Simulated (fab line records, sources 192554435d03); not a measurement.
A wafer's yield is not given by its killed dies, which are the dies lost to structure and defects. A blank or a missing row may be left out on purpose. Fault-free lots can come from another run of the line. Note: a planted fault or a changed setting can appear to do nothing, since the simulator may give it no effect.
A single fault, viewed from 2 desks / flow n5-finfet / only its own numbers are on each desk; what lay behind them is given at the end

== FOR THE TOOL OWNER'S DESK: litho-track-03 ==
The tool's own readings at N5_BEOL_M0_CUTY_COAT_51 (resist thk 150 nm): means of the sampled wafers that have a number, for each lot that ran on this tool. The brackets show how far a lot's mean lies from the usual mean; more than 4 standard deviations puts the lot out of limits, marked OUT.
Columns: A = exhaust-pa at N5_BEOL_M0_CUTY_COAT_51, usual 44.9 Pa; B = spin-speed-rpm at N5_BEOL_M0_CUTY_COAT_51, usual 1500.1 rpm
lot=L776; first seen here=day 7 01:31; A=46.0; B=1500.2
lot=L787; first seen here=day 11 04:46; A=44.7; B=1283.6 (-99 or more) OUT
lot=L784; first seen here=day 11 05:11; A=45.5; B=1283.0 (-99 or more) OUT
This desk's finding: out of limits on L784, L787; first on L787, day 11 04:46 (spin-speed-rpm at N5_BEOL_M0_CUTY_COAT_51). L776 stayed within limits.

== AT THE METROLOGY DESK ==
What the gauges read, lot by lot, whatever tool the lot ran on: means of the sampled wafers that have a number. The brackets show how far a lot's mean lies from the usual mean; more than 4 standard deviations puts the lot out of limits, marked OUT. Only the readings that lie furthest out on some lot appear, 7 of the 10 it has.
Columns: A = DIBL_N at N5_BEOL_M4_RC_MEAS_101, usual 36.3 mV/V; B = ION_N at N5_BEOL_M4_RC_MEAS_101, usual 675 uA/um; C = ION_P at N5_BEOL_M4_RC_MEAS_101, usual 464 uA/um; D = SS_N at N5_BEOL_M4_RC_MEAS_101, usual 71.5 mV/dec; E = SS_P at N5_BEOL_M4_RC_MEAS_101, usual 73.3 mV/dec; F = VT_N at N5_BEOL_M4_RC_MEAS_101, usual 250 mV; G = VT_P at N5_BEOL_M4_RC_MEAS_101, usual -250 mV
lot=L776; first seen here=day 9 00:59; A=34.6; B=676; C=469; D=71.2; E=72.9; F=250; G=-247
lot=L787; first seen here=day 13 07:27; A=37.1; B=684; C=471; D=71.7; E=74.2; F=247; G=-247
lot=L784; first seen here=day 14 08:31; A=36.1; B=669; C=458; D=71.4; E=73.4; F=253; G=-252
lot=L783; first seen here=day 14 14:39; A=35.8; B=680; C=467; D=71.9; E=72.8; F=248; G=-248
This desk's verdict: no lot among the 4 shows anything out of limits.

== PUT TOGETHER ==
The tool owner's desk could have raised an alarm at day 11 04:46, on L784, L787.
Metrology desk: nothing out of limits seen.
The metrology desk holds a record of L784, L787, inside its limits.
The lots listed all ran N5_BEOL_M0_CUTY_COAT_51 on litho-track-03.

== WHAT THE SIMULATOR HAD PUT IN ==
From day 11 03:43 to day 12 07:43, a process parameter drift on litho-track-03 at N5_BEOL_M0_CUTY_COAT_51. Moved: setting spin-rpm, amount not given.
Struck lots among those shown: L784, L787.
Time in hours from fault onset to the first out-of-limits reading at each desk: the tool owner's desk, 1.
